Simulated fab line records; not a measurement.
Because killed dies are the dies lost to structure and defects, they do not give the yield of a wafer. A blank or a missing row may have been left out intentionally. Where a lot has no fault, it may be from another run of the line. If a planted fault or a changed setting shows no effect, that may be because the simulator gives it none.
fab line records | flow n5Finfet
[record] lots = 7 wafers = 21
route steps=1938 shown BEOL_M13@1665 BEOL_M14@1716
startH: hours from the record's first day to the start of the lot's first wafer shown | waitH: hours since the lot's step before | " the same as in the row above | L1.1+2: one row covering several wafers at once | - value missing, or start not given | * or withheld: withheld | < > ~ a bound
route shown NAME@n: names a module that has steps shown in the file, with the first one's number in the route | usual: mean/standard deviation of fault-free wafers | same: alike in all rows | chamber/n: place in a boat | sites: readings site by site | _std_site: the values' standard deviation | _edge_site: the outer-site mean with the inner-site mean subtracted | radiusMm: how far each site lies from the wafer's centre | mask NAME#n: copy n | behind: tool/chamber where the wafer was last shaped | hold: cause of the lot's hold/its duration in hours/its outcome | device: whichever transistor did not switch (one of n, p or np) | end of line: tests run on the same wafers once the route is complete | step lacking rows: just its recipe | killed: dies that structure and defects cost at the first sort, which is not the same as the wafer's yield | map: a wafer's dies, x killed, . not, _ none there
set.NAME: the run value of the setting; set.NAME@STEP: its run value at that earlier step | model.NAME: the simulator's own value behind a step, which no gauge read
lots with deliberately changed settings; one table per step, one row per wafer
[[steps]]
[step N5_BEOL_M13_EXPOSE_07]
[recipe] maskId = V12 na = 0.93 sourceShape = conventional sigmaOuter = 0.6 polarization = unpolarized attpsmPhaseDeg = 180 doseMj = 24.8
// columns lot.wafer tool chamber startH waitH mask set.doseMj
L076.2+4+6 krfScanner-01 0 249.47 - V12#0 24.8
L083.1+5 krfScanner-01 0 287.15 - V12#0 23.31
L083.4 " 0 " " V12#0 24.8
L086.2+3 krfScanner-02 0 295.72 - V12#0 23.12
L086.6 " 0 " " V12#0 24.8
L085.1+5+6 krfScanner-02 0 298.19 - V12#0 24.8
L089.2 krfScanner-02 0 313.10 - V12#0 24.8
L089.4+6 " 0 " " V12#0 26.23
L088.2+3+4 krfScanner-01 0 324.69 - V12#0 24.8
L096.1+6 krfScanner-01 0 373.66 - V12#0 24.8
L096.2 " 0 " " V12#0 25.88
[step N5_BEOL_M13_PEB_08]
[recipe] pebTempC = 130 pebTimeS = 90
[step N5_BEOL_M13_DEVELOP_09]
[recipe] developTimeS = 45 rinseLiquid = diw dry = airSpin devTempC = 21
[step N5_BEOL_M13_HARDBAKE_14]
[recipe] tempC = 130 timeS = 120
[step N5_BEOL_M13_CD_MEAS_10]
[recipe] targetCdNm = 190 landingEnergyEv = 500 detector = seInlens polarity = opening
[usual] cdNm = 188.9/1.4
// columns lot.wafer tool chamber startH waitH set.doseMj@BEOL_M13_EXPOSE_07 cdNm
L076.2 cdSem-02 0 249.63 - 24.8 189.4
L076.4 " 0 " " 24.8 191.0
L076.6 " 0 " " 24.8 189.1
L083.1 cdSem-02 0 287.32 - 23.31 183.8
L083.4 " 0 " " 24.8 190.4
L083.5 " 0 " " 23.31 184.1
L086.2 cdSem-01 0 295.89 - 23.12 182.1
L086.3 " 0 " " 23.12 181.4
L086.6 " 0 " " 24.8 187.7
L085.1 cdSem-02 0 298.36 - 24.8 190.4
L085.5 " 0 " " 24.8 189.4
L085.6 " 0 " " 24.8 190.0
L089.2 cdSem-01 0 313.27 - 24.8 189.2
L089.4 " 0 " " 26.23 194.5
L089.6 " 0 " " 26.23 195.9
L088.2 cdSem-01 0 324.86 - 24.8 192.1
L088.3 " 0 " " 24.8 190.0
L088.4 " 0 " " 24.8 190.8
L096.1 cdSem-02 0 373.83 - 24.8 189.0
L096.2 " 0 " " 25.88 193.0
L096.6 " 0 " " 24.8 188.6
[step N5_BEOL_M13_STRIP_71]
[recipe] chemistry = postEtchResidueRemover timeS = 60 tempC = 25 removerPh = withheld removerWaterWtPct = withheld removerFluorideWtPct = withheld
[step N5_BEOL_M13_SRD_72]
[recipe] timeS = 30 tempC = 23 rinseLiquid = diw dry = n2Spin spinRpm = 1500 dryTimeS = 30
[step N5_BEOL_M13_CD_MEAS_17]
[recipe] targetCdNm = 190 polarity = opening
[usual] cdNm = 189.0/1.9
// columns lot.wafer tool chamber startH waitH set.doseMj@BEOL_M13_EXPOSE_07 cdNm
L076.2 cdSem-01 - 250.39 0.0 24.8 187.7
L076.4 " - " " 24.8 192.6
L076.6 " - " " 24.8 190.9
L083.1 cdSem-01 - 288.55 0.0 23.31 184.6
L083.4 " - " " 24.8 190.6
L083.5 " - " " 23.31 185.4
L086.2 cdSem-02 - 296.51 0.0 23.12 180.7
L086.3 " - " " 23.12 181.7
L086.6 " - " " 24.8 189.5
L085.1 cdSem-02 - 298.98 0.0 24.8 188.9
L085.5 " - " " 24.8 187.9
L085.6 " - " " 24.8 191.7
L089.2 cdSem-03 - 313.89 0.0 24.8 189.1
L089.4 " - " " 26.23 193.3
L089.6 " - " " 26.23 195.1
L088.2 cdSem-03 - 326.05 0.0 24.8 190.9
L088.3 " - " " 24.8 191.5
L088.4 " - " " 24.8 188.4
L096.1 cdSem-02 - 374.57 0.0 24.8 188.9
L096.2 " - " " 25.88 193.4
L096.6 " - " " 24.8 189.0
[step N5_BEOL_M14_ILD_DEP_00]
[recipe] material = SiO2 targetThkA = 11193 tempC = 400 precursor = TEOS/O2 pressureTorr = 6.5 rfW = 900 teosFlowSccm = 161.4 gas = O2 flowSccm = 2650 timeS = 237.4
// columns lot.wafer tool chamber startH waitH set.timeS model.SiO2_of_BEOL_M14_ILD_DEP_00.thkNm
L076.2+6 pecvd-03 0 258.46 0.0 237.4 1133
L076.4 " 2 " " 237.4 1139
L083.1 pecvd-04 2 294.09 0.0 237.4 1121
L083.4 " 2 " " 237.4 1132
L083.5 " 1 " " 209.5 986.8
L086.2 pecvd-03 1 301.12 0.0 237.4 1093
L086.3 " 2 " " 263.4 1243
L086.6 " 1 " " 237.4 1101
L085.1 pecvd-03 1 304.53 0.0 237.4 1075
L085.5 " 0 " " 237.4 1130
L085.6 " 1 " " 237.4 1102
L089.2 pecvd-04 0 317.08 0.0 237.4 1117
L089.4 " 0 " " 237.4 1119
L089.6 " 2 " " 237.4 1129
L088.2 pecvd-04 0 329.26 0.0 256.3 1195
L088.3 " 1 " " 237.4 1073
L088.4 " 1 " " 256.3 1191
L096.1 pecvd-03 1 378.27 0.0 237.4 1096
L096.2 " 2 " " 237.4 1098
L096.6 " 2 " " 271.1 1287
[step N5_BEOL_M14_THK_MEAS_01]
[recipe] reads = SiO2_of_BEOL_M14_ILD_DEP_00
[usual] M14_ILD_THK = 1118/18
// columns lot.wafer tool chamber startH waitH set.timeS@BEOL_M14_ILD_DEP_00 M14_ILD_THK[nm]
L076.2 filmMetro-01 - 258.65 0.1 237.4 1134
L076.4 " - " " 237.4 1138
L076.6 " - " " 237.4 1132
L083.1 filmMetro-01 - 294.28 0.1 237.4 1120
L083.4 " - " " 237.4 1133
L083.5 " - " " 209.5 987
L086.2 filmMetro-01 - 301.31 0.1 237.4 1094
L086.3 " - " " 263.4 1242
L086.6 " - " " 237.4 1102
L085.1 filmMetro-01 - 304.72 0.1 237.4 1076
L085.5 " - " " 237.4 1130
L085.6 " - " " 237.4 1102
L089.2 filmMetro-01 - 317.27 0.1 237.4 1117
L089.4 " - " " 237.4 1118
L089.6 " - " " 237.4 1129
L088.2 filmMetro-01 - 329.45 0.1 256.3 1195
L088.3 " - " " 237.4 1073
L088.4 " - " " 256.3 1191
L096.1 filmMetro-01 - 378.46 0.1 237.4 1096
L096.2 " - " " 237.4 1098
L096.6 " - " " 271.1 1287
[step N5_BEOL_M14_EXPOSE_07]
[recipe] maskId = V13 na = 0.8 sourceShape = annular sigmaInner = 0.5 sigmaOuter = 0.8 polarization = unpolarized attpsmPhaseDeg = 180 doseMj = 57
// columns lot.wafer tool chamber startH waitH mask set.doseMj
L076.2+4+6 krfScanner-02 0 258.78 - V13#0 57
L083.1 krfScanner-01 0 294.54 - V13#0 57
L083.4+5 " 0 " " V13#0 54.37
L086.2+3+6 krfScanner-01 0 301.45 - V13#0 57
L085.1+5+6 krfScanner-01 0 304.85 - V13#0 57
L089.2+4 krfScanner-01 0 317.40 - V13#0 57
L089.6 " 0 " " V13#0 53.23
L088.2+4 krfScanner-02 0 329.71 - V13#0 53.85
L088.3 " 0 " " V13#0 57
L096.1+2 krfScanner-02 0 378.72 - V13#0 57
L096.6 " 0 " " V13#0 53.65
[step N5_BEOL_M14_PEB_08]
[recipe] pebTempC = 130 pebTimeS = 90
[step N5_BEOL_M14_DEVELOP_09]
[recipe] developTimeS = 45 rinseLiquid = diw dry = airSpin devTempC = 21
[step N5_BEOL_M14_HARDBAKE_14]
[recipe] tempC = 130 timeS = 120
[step N5_BEOL_M14_CD_MEAS_10]
[recipe] targetCdNm = 250 landingEnergyEv = 500 detector = seInlens polarity = opening
[usual] cdNm = 248.8/2.6
// columns lot.wafer tool chamber startH waitH set.doseMj@BEOL_M14_EXPOSE_07 cdNm
L076.2 cdSem-02 0 258.95 - 57 253.4
L076.4 " 0 " " 57 252.0
L076.6 " 0 " " 57 252.0
L083.1 cdSem-01 0 294.71 - 57 244.7
L083.4 " 0 " " 54.37 239.5
L083.5 " 0 " " 54.37 235.8
L086.2 cdSem-02 0 301.62 - 57 253.4
L086.3 " 0 " " 57 252.3
L086.6 " 0 " " 57 253.9
L085.1 cdSem-01 0 305.02 - 57 246.9
L085.5 " 0 " " 57 246.5
L085.6 " 0 " " 57 247.6
L089.2 cdSem-03 0 317.58 - 57 250.0
L089.4 " 0 " " 57 250.4
L089.6 " 0 " " 53.23 240.3
L088.2 cdSem-01 0 329.88 - 53.85 242.7
L088.3 " 0 " " 57 247.0
L088.4 " 0 " " 53.85 239.1
L096.1 cdSem-03 0 378.90 - 57 253.4
L096.2 " 0 " " 57 252.1
L096.6 " 0 " " 53.65 242.7
[step N5_BEOL_M14_DESCUM_15]
[recipe] chemistry = O2 timeS = 7.9 sourcePowerW = 50 biasPowerW = 20 pressureMtorr = 20 rfFrequencyHz = 2.712e+07 tempC = 40 o2FlowSccm = 225
[step N5_BEOL_M14_ETCH_59]
[recipe] chemistry = N2/H2 target = BARC targetDepthA = 890 overetchA = 267 timeS = 67.9 ionEnergyEv = 200 pressureMtorr = 30 sourceW = 840 biasW = 150 n2FlowSccm = 200 h2FlowSccm = 200
[step N5_BEOL_M14_VIA_ETCH_16]
[recipe] chemistry = C4F8/O2/Ar target = SiO2 heInnerTorr = 15 heOuterTorr = 30 targetDepthA = 12313 timeS = withheld ionEnergyEv = 800 pressureMtorr = 20 sourceW = 1905 biasW = 2040 Ar_flow_sccm = 400 C4F8_flow_sccm = 16 O2_flow_sccm = 12 ends = cleared
// columns lot.wafer tool chamber startH waitH set.timeS@BEOL_M14_ILD_DEP_00 model.etch.depthNm model.coat_of_BEOL_M14_COAT_04.thkNm
L076.2 rieDiel-04 2 259.13 0.0 * 1133 443.2
L076.4 " 1 " " * 1139 441.8
L076.6 " 1 " " * 1133 443.6
L083.1 rieDiel-05 0 294.89 0.0 * 1121 454.6
L083.4 " 1 " " * 1132 457.4
L083.5 " 0 " " * 986.9 485
L086.2 rieDiel-05 3 301.80 0.0 * 1093 458.8
L086.3 " 0 " " * 1243 426.4
L086.6 " 3 " " * 1101 457.2
L085.1 rieDiel-01 3 305.20 0.0 * 1075 459.2
L085.5 " 1 " " * 1130 450.4
L085.6 " 0 " " * 1102 457
L089.2 rieDiel-05 3 317.75 0.0 * 1117 453.4
L089.4 " 1 " " * 1119 462.6
L089.6 " 0 " " * 1129 452.4
L088.2 rieDiel-01 3 330.05 0.0 * 1195 430
L088.3 " 2 " " * 1073 474.6
L088.4 " 3 " " * 1191 432.2
L096.1 rieDiel-05 1 379.09 0.0 * 1096 470.8
L096.2 " 0 " " * 1098 464.2
L096.6 " 1 " " * 1287 427
[step N5_BEOL_M14_STRIP_63]
[recipe] chemistry = O2 powerW = 600 tempC = 60 pressureMtorr = 30 rfFrequencyHz = 6e+07 biasPowerW = 0 overashFraction = 0.3 o2FlowSccm = 225
[step N5_BEOL_M14_STRIP_64]
[recipe] chemistry = O2 powerW = 600 tempC = 60 pressureMtorr = 30 rfFrequencyHz = 6e+07 biasPowerW = 0 overashFraction = 0.3 o2FlowSccm = 225
[step N5_BEOL_M14_STRIP_71]
[recipe] chemistry = postEtchResidueRemover timeS = 60 tempC = 25 removerPh = withheld removerWaterWtPct = withheld removerFluorideWtPct = withheld
[step N5_BEOL_M14_SRD_72]
[recipe] timeS = 30 tempC = 23 rinseLiquid = diw dry = n2Spin spinRpm = 1500 dryTimeS = 30
[step N5_BEOL_M14_CD_MEAS_17]
[recipe] targetCdNm = 250 polarity = opening
[usual] cdNm = 248.8/2.9
// columns lot.wafer tool chamber startH waitH set.doseMj@BEOL_M14_EXPOSE_07 cdNm
L076.2 cdSem-01 - 259.48 0.0 57 254.4
L076.4 " - " " 57 250.9
L076.6 " - " " 57 252.1
L083.1 cdSem-02 - 295.24 0.0 57 244.3
L083.4 " - " " 54.37 239.7
L083.5 " - " " 54.37 234.0
L086.2 cdSem-02 - 302.15 0.0 57 253.8
L086.3 " - " " 57 252.6
L086.6 " - " " 57 254.0
L085.1 cdSem-03 - 305.55 0.0 57 245.9
L085.5 " - " " 57 247.5
L085.6 " - " " 57 245.8
L089.2 cdSem-01 - 318.10 0.0 57 249.9
L089.4 " - " " 57 249.7
L089.6 " - " " 53.23 240.3
L088.2 cdSem-01 - 330.40 0.0 53.85 243.2
L088.3 " - " " 57 246.1
L088.4 " - " " 53.85 239.7
L096.1 cdSem-01 - 379.44 0.0 57 255.3
L096.2 " - " " 57 252.0
L096.6 " - " " 53.65 245.0
[step N5_BEOL_M14_SPUTTER_44]
[recipe] material = Ta targetThkA = 150 tempC = 50 biasV = 80 powerW = 15000 chamberPressurePa = 0.07 timeS = 24.19
// columns lot.wafer tool chamber startH waitH set.timeS model.Ta_of_BEOL_M14_SPUTTER_44.thkNm
L076.2 pvdSputter-03 - 262.24 0.0 24.19 15
L076.4 " - " " 21.01 12.6
L076.6 " - " " 21.01 13
L083.1+5 pvdSputter-01 - 299.03 0.0 24.19 15
L083.4 " - " " 20.92 12.8
L086.2 pvdSputter-02 - 304.39 0.0 24.19 15
L086.3+6 " - " " 22.29 13.6
L085.1+6 pvdSputter-02 - 307.20 0.0 24.19 15.4
L085.5 " - " " 24.19 15.2
L089.2 pvdSputter-03 - 322.06 0.0 21.28 12.8
L089.4 " - " " 21.28 13
L089.6 " - " " 24.19 14.8
L088.2 pvdSputter-02 - 332.40 0.0 27.78 17.4
L088.3 " - " " 24.19 15
L088.4 " - " " 24.19 14.8
L096.1+2+6 pvdSputter-03 - 382.00 0.0 24.19 15
[[key]]
[split] step = N5_BEOL_M13_EXPOSE_07 setting = doseMj stated = 24.8 by = wafer
[response] step = N5_BEOL_M13_CD_MEAS_10 reading = cdNm change = +0.987 per = 1% r = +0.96
[response] step = N5_BEOL_M13_CD_MEAS_17 reading = cdNm change = +1.03 per = 1% r = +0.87
[split] step = N5_BEOL_M14_ILD_DEP_00 setting = timeS stated = 237.4 by = wafer
[response] step = N5_BEOL_M14_ILD_DEP_00 reading = model.SiO2_of_BEOL_M14_ILD_DEP_00.thkNm change = +13.2 per = 1% r = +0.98
[response] step = N5_BEOL_M14_THK_MEAS_01 reading = M14_ILD_THK change = +13.1 per = 1% r = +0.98
[response] step = N5_BEOL_M14_VIA_ETCH_16 reading = model.etch.depthNm change = +13.2 per = 1% r = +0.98
[response] step = N5_BEOL_M14_VIA_ETCH_16 reading = model.coat_of_BEOL_M14_COAT_04.thkNm change = -3.08 per = 1% r = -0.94
[split] step = N5_BEOL_M14_EXPOSE_07 setting = doseMj stated = 57 by = wafer
[response] step = N5_BEOL_M14_CD_MEAS_10 reading = cdNm change = +1.46 per = 1% r = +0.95
[response] step = N5_BEOL_M14_CD_MEAS_17 reading = cdNm change = +1.34 per = 1% r = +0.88
[split] step = N5_BEOL_M14_SPUTTER_44 setting = timeS stated = 24.19 by = wafer
[response] step = N5_BEOL_M14_SPUTTER_44 reading = model.Ta_of_BEOL_M14_SPUTTER_44.thkNm change = +0.166 per = 1% r = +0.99
